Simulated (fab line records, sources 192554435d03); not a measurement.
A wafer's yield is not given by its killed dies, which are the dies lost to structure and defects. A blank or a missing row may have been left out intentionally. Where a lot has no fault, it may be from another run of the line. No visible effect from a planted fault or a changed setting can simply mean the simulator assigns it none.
Code-filled problem report in 8D (eight disciplines) form ; flow n5Finfet ; the parts of the form that need people (team, actions taken, sign-off) are left out

== 1. PROBLEM STATEMENT ==
Wafers without a fault read 31.1 s, standard deviation 0.45; etchRfOnTimeS at N5_MOL_CONTACT_COAG_ETCH_47 reads a mean of 50.8 s on 3 wafers belonging to 3 lots. Relative to the usual mean, that is a shift of +44 standard deviations.
The step: etches SiNx in CH3F/O2, stops on W, target depth 27 nm.
Earliest sighting: wafer L852.4 on rieDiel-06 at day 6 12:40. The record holds 28 wafers of 10 lots with a number at this step. Rule for "out" (also "out of limits"): further than 4 standard deviations from the usual mean. Any other wafer with a number is counted as sound.

== 2. WHAT THIS IS AND IS NOT ==
question;is;is not
which readings at this step;etchRfOnTimeS;drypumpMotorCurrentA, rfVppV, showerheadPlenumPTorr, throttleValvePct
which lots;L852, L853, L854;L848, L863, L864, L865, L866, L867, L869
which wafers of those lots;L852.4, L853.2, L854.4;L852.5, L853.5, L854.1, L854.6
read on which tools;rieDiel-06;rieDiel-04, rieDiel-05
when;from day 6 12:40;"up to then (4 sound wafers); but 21 sound wafers of L853, L854, L863, L864, L865, L866, L867, L869 came after"

== 3. WHAT RULES OUT EACH SUSPECT ==
Counting: a tool at a process step up to the reading stays a suspect if it ran every lot that is out. Sound lots after the first of them don't rule it out here, since some wafers of a struck lot are sound.
- rieDiel-06 at N5_MOL_CONTACT_COAG_ETCH_47 (etches SiNx in CH3F/O2, stops on W, target depth 27 nm): kept. It ran every lot that is out, first L852 (day 6 12:40); its last sound lot up to then is L848 (day 5 15:51). On those wafers its own readings are out: etchRfOnTimeS.
Left after counting: rieDiel-06 at N5_MOL_CONTACT_COAG_ETCH_47.

== 4. THE CAUSE (what the simulator had put in) ==
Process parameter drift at N5_MOL_CONTACT_COAG_ETCH_47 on rieDiel-06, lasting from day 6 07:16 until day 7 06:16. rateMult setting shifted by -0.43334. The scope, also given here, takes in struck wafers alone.
After counting, this tool was the only one left.

== 5. THE EFFECT CHAIN, in route order ==
Rows list readings where the struck wafers' mean (over those with a number) sits beyond 3 standard deviations from the usual. Scope: only readings with a usual standard deviation given in the record; hours: median across lots of the time from each lot's start at the first step in this table that gives one to its start at this step; sigmas: change in usual standard deviations.
hours;step;reading;usual;on struck wafers;change;sigmas
0;N5_MOL_CONTACT_COAG_ETCH_47;etchRfOnTimeS;31.1 s;50.8;+19.7;+44
The process steps in it:
- N5_MOL_CONTACT_COAG_ETCH_47: etches SiNx in CH3F/O2, stops on W, target depth 27 nm.
At these later measuring or inspecting steps, every struck wafer for which the step has a row has a number for every such reading, and none has moved that far: N5_BEOL_M4_RC_MEAS_101.

== 6. HOW IT WOULD HAVE BEEN CAUGHT EARLIER ==
The fault began at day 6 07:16; the first out-of-limits reading in this record came at day 6 12:40, 5 hours later.
